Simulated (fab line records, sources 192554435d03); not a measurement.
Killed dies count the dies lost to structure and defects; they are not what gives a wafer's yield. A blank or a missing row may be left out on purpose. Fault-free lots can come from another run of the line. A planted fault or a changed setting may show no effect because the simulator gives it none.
A lot that was struck, set against a sound lot | flow n5 finfet | 15 steps out of a route of 1938
Sound: the wafers L115.3, L115.4, L115.6. Struck: wafer L122.1 (L122.2, L122.5, from the same lot, were not struck and are left out); the cause is given at the end.
Order at every step that has rows: each side's tool, ch and its chambers, its first start. Under that, the readings that differ: sound wafers | struck wafers | difference of the means | sigmas: that difference in standard deviations of wafers without a fault.
alike: words and numbers the same on both sides, and readings whose means are apart by under 2 such deviations; not compared: readings that were withheld, readings missing a value for some wafer, numbers with overlapping values and no deviation given by the record, and bounds like >300 which may hide the same value.
A row with sigmas, a row that says differs or no value, or rows on one side alone: a step with any of these is where the two part. Non-overlapping numbers with no deviation appear without sigmas and do not part them. A reading that every wafer of one side lacks parts them only if that side has two wafers or more.

first, 3 steps without rows for these wafers: N5_BEOL_M1_ANNEAL_87 (time 240 s); N5_BEOL_M1_SPUTTER_88 (material Cu, target thk 4.5 nm, time 8.29 s); N5_BEOL_M1_ANNEAL_89 (time 240 s).
N5_BEOL_M1_SPUTTER_90: material Cu, target thk 4.5 nm, time 8.29 s.
  sound on pvd sputter-03 at day 9 04:27; struck on pvd sputter-01 at day 10 09:28
  alike: throttle valve pct
N5_BEOL_M1_ANNEAL_91: time 240 s.
  sound on pvd sputter-03 at day 9 04:32; struck on pvd sputter-01 at day 10 09:33
  alike: heater power w
N5_BEOL_M1_SPUTTER_92: material Cu, target thk 4.5 nm, time 8.29 s.
  sound on pvd sputter-03 at day 9 04:40; struck on pvd sputter-01 at day 10 09:41
  alike: throttle valve pct
N5_BEOL_M1_ANNEAL_93: time 240 s.
  sound on pvd sputter-03 at day 9 04:45; struck on pvd sputter-01 at day 10 09:46
  alike: heater power w
then, 2 steps without rows for these wafers: N5_BEOL_M1_SPUTTER_94 (material Cu, target thk 4.5 nm, time 8.29 s); N5_BEOL_M1_ANNEAL_95 (time 240 s).
N5_BEOL_M1_SPUTTER_96: material Cu, target thk 4.5 nm, time 8.29 s.
  sound on pvd sputter-03 at day 9 05:07; struck on pvd sputter-01 at day 10 10:08
  alike: throttle valve pct
then, 2 steps without rows for these wafers: N5_BEOL_M1_ECD_50 (material Cu, target thk 300 nm); N5_BEOL_M1_ANNEAL_51 (time 90 s).
N5_BEOL_M1_CMP_52: polishes, stops on SiOC, t overpolish 6.8 s, target thk 40 nm.
  sound on cmp-03 ch 1,2,3, day 9 05:41; struck on cmp-03 ch 0, day 10 10:37
  reading                      | sound          | struck | difference | sigmas
  barrier field endpoint s (s) | 24.4 25.5 26.1 | 13.8   | -11.5      | -17
  time to endpoint s (s)       | 67 67 67       | 37     | -30        | -8
  alike: motor current A, overpolish run s
-- here the record skips 2 days between the struck wafers' starts before and after, leaving off in module BEOL_M1 and picking up in module BEOL_M4 (first step shown: number 1111 of the route) --
N5_BEOL_M4_RC_MEAS_101:
  sound on prober-02 ch 0, day 10 22:32; struck on prober-01 ch 0, day 12 20:42
  alike: DIBL_N, DIBL_P, IOFF_N, IOFF_P, ION_N, ION_P, SS_N, SS_P, VT_N, VT_P
-- the record jumps here: 4 days lie between the struck wafers' starts before and after (it left off in module BEOL_M4 and takes up again in module PASSIVATION, whose first step shown is number 1936 of the route) --
N5_PASSIVATION_PROBE_49:
  sound on prober-01 at day 15 03:25; struck on prober-01 at day 17 02:52
  alike: defect limited yield, killed_at_M0_to_M3, killed_at_M4_up, killed at contacts, killed at front end, killed at other, killed dies, killed on rim, killed open, killed short, sort_bin_4_leakage, sort_bin_5_function, sort_bin_6_memory, sort_bin_8_speed, sort n pass, sort yield pct

== WHERE THEY PART ==
Only at N5_BEOL_M1_CMP_52, as far as this record shows. Later steps at which nothing parts them and some readings are alike: N5_BEOL_M4_RC_MEAS_101, N5_PASSIVATION_PROBE_49.

WHY: the cause the simulator had injected
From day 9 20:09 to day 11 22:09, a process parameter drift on cmp-03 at N5_BEOL_M1_CMP_52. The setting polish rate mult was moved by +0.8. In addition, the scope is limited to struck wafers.
